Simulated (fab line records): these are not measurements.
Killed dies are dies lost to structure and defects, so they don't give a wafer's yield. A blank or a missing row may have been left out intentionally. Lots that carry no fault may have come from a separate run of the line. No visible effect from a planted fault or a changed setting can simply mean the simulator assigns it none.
Which tool was responsible?	flow n5-finfet	10 lots with 30 wafers sampled at 5 steps, on a route of 1938 steps

## WHAT EACH GAUGE READ, for each wafer
N5_BEOL_M11_OCD_MEAS_38.
lot	measured	on	trench-depth-nm (nm)
L703	day 10 14:53	ocd-01	150.3 143.0 149.0
L702	day 10 16:47	ocd-02	151.5 150.4 149.5
L705	day 11 02:22	ocd-02	142.3 148.6 141.9
L708	day 11 19:13	ocd-02	148.7 154.3 147.5
L709	day 12 03:22	ocd-01	148.5 146.6 147.6
L713	day 13 04:25	ocd-02	149.4 142.4 149.4
L715	day 14 00:41	ocd-02	148.2 150.4 149.8
L720	day 14 15:00	ocd-01	150.9 149.7 147.6
L721	day 15 10:04	ocd-01	150.3 149.4 148.9
L722	day 15 19:10	ocd-01	149.4 153.1 147.2

N5_BEOL_M12_THK_MEAS_01.
lot	measured	on	M12_ILD_THK (nm)
L703	day 10 18:59	film-metro-02	643 656 672
L702	day 10 20:28	film-metro-02	664 670 677
L705	day 11 05:00	film-metro-02	665 650 680
L708	day 11 21:43	film-metro-02	652 669 669
L709	day 12 06:43	film-metro-02	645 660 665
L713	day 13 09:37	film-metro-02	647 659 664
L715	day 14 03:06	film-metro-02	661 703 707
L720	day 14 19:20	film-metro-02	663 663 672
L721	day 15 12:56	film-metro-01	647 658 669
L722	day 15 23:14	film-metro-02	652 661 666

## WHAT TOOL EACH LOT RAN ON (gives the tool, then ch and the chambers of the sampled wafers, and finally the start)
lot	N5_BEOL_M11_CURE_72	N5_BEOL_M11_PRE_CLEAN_45	N5_BEOL_M12_ILD_DEP_00
L703	uv-cure-02 ch 1, day 10 15:05	pvd-sputter-01, day 10 16:31	pecvd-03 ch 0,1,2, day 10 18:52
L702	uv-cure-01 ch 2, day 10 17:12	pvd-sputter-02, day 10 18:19	pecvd-01 ch 1,2, day 10 20:20
L705	uv-cure-03 ch 0, day 11 02:40	pvd-sputter-03, day 11 03:01	pecvd-04 ch 0,1,2, day 11 04:52
L708	uv-cure-03 ch 1, day 11 19:28	pvd-sputter-03, day 11 19:48	pecvd-04 ch 0,1,2, day 11 21:35
L709	uv-cure-02 ch 1, day 12 03:34	pvd-sputter-02, day 12 04:20	pecvd-03 ch 0,1,2, day 12 06:35
L713	uv-cure-01 ch 0, day 13 04:56	pvd-sputter-02, day 13 05:19	pecvd-03 ch 1,2, day 13 09:29
L715	uv-cure-01 ch 2, day 14 00:53	pvd-sputter-03, day 14 01:25	pecvd-04 ch 0,1, day 14 02:58
L720	uv-cure-02 ch 0, day 14 15:29	pvd-sputter-03, day 14 17:17	pecvd-01 ch 0,1,2, day 14 19:15
L721	uv-cure-02 ch 1, day 15 10:19	pvd-sputter-03, day 15 10:40	pecvd-03 ch 0,1,2, day 15 12:47
L722	uv-cure-02 ch 0, day 15 19:22	pvd-sputter-02, day 15 20:52	pecvd-01 ch 1,2, day 15 23:07
- N5_BEOL_M11_CURE_72: cures SiCOH lowk, time 120 s.
- N5_BEOL_M11_PRE_CLEAN_45: time 30 s.
- N5_BEOL_M12_ILD_DEP_00: deposits SiOC from DEMS/O2, target thk 658.92 nm, time 130.7 s.

## AS READ BY THE TOOLS THEMSELVES (means over the sampled wafers that have a number; for cases with no such wafer, the mark the record gives instead)
N5_BEOL_M11_CURE_72.
lot	tool	lamp-power-pct (%)	wafer_temp_C_max
L703	uv-cure-02	52.33	371.3
L702	uv-cure-01	52.31	372.3
L705	uv-cure-03	52.35	372.1
L708	uv-cure-03	52.35	371.1
L709	uv-cure-02	52.31	371.3
L713	uv-cure-01	52.28	372.1
L715	uv-cure-01	52.30	371.4
L720	uv-cure-02	52.33	372.7
L721	uv-cure-02	52.32	371.4
L722	uv-cure-02	52.32	373.3

N5_BEOL_M11_PRE_CLEAN_45.
lot	tool	heater-power-w (W)
L703	pvd-sputter-01	363
L702	pvd-sputter-02	319
L705	pvd-sputter-03	356
L708	pvd-sputter-03	387
L709	pvd-sputter-02	385
L713	pvd-sputter-02	352
L715	pvd-sputter-03	328
L720	pvd-sputter-03	336
L721	pvd-sputter-03	340
L722	pvd-sputter-02	416

N5_BEOL_M12_ILD_DEP_00.
lot	tool	heater-power-w (W)	showerhead-plenum-p-Torr (Torr)	throttle-valve-pct (%)
L703	pecvd-03	430	5.700	11.8
L702	pecvd-01	499	5.713	13.4
L705	pecvd-04	436	5.691	11.6
L708	pecvd-04	410	5.688	11.6
L709	pecvd-03	488	5.701	12.0
L713	pecvd-03	482	5.701	11.7
L715	pecvd-04	418	5.689	12.3
L720	pecvd-01	501	5.701	13.0
L721	pecvd-03	467	5.694	12.1
L722	pecvd-01	540	5.701	12.7

## THE ANSWER, worked out from the rows above alone
Rule: the usual values come from the lots themselves. The widest of any qualifying gaps counts: lots, ordered by their means at a reading, are off when they make up no more than a third of the lots, leave a main group of 4 or more, and stand apart from it by 3 or more times the standard deviation of that group's means. If all means in a main group match to the digits the tables above print for the reading, that group is not used. Also off: a lot with no number at a reading for which 4 or more lots have one. Where the step has rows for the other lots, those lots are counted as sound. First the gauges in route order, then the tools' own readings, where a lot's mean is used as printed above. The first step at which some lot is off is used, and at that step the reading that is off furthest; a lot without a number counts as furthest.
Off: at N5_BEOL_M12_THK_MEAS_01 (M12_ILD_THK), L715. Mean 661 nm and standard deviation 4.7 in the main group.
A tool fits if, at a process step before that reading, it ran every lot that is off, and no sound lot after the first of them. Gauges at N5_BEOL_M12_THK_MEAS_01: tried the same way as those tools. This does not decide it: 2 tools fit, namely uv-cure-01 at N5_BEOL_M11_CURE_72 and pecvd-04 at N5_BEOL_M12_ILD_DEP_00.

## WHAT THE SIMULATOR HAD PUT IN
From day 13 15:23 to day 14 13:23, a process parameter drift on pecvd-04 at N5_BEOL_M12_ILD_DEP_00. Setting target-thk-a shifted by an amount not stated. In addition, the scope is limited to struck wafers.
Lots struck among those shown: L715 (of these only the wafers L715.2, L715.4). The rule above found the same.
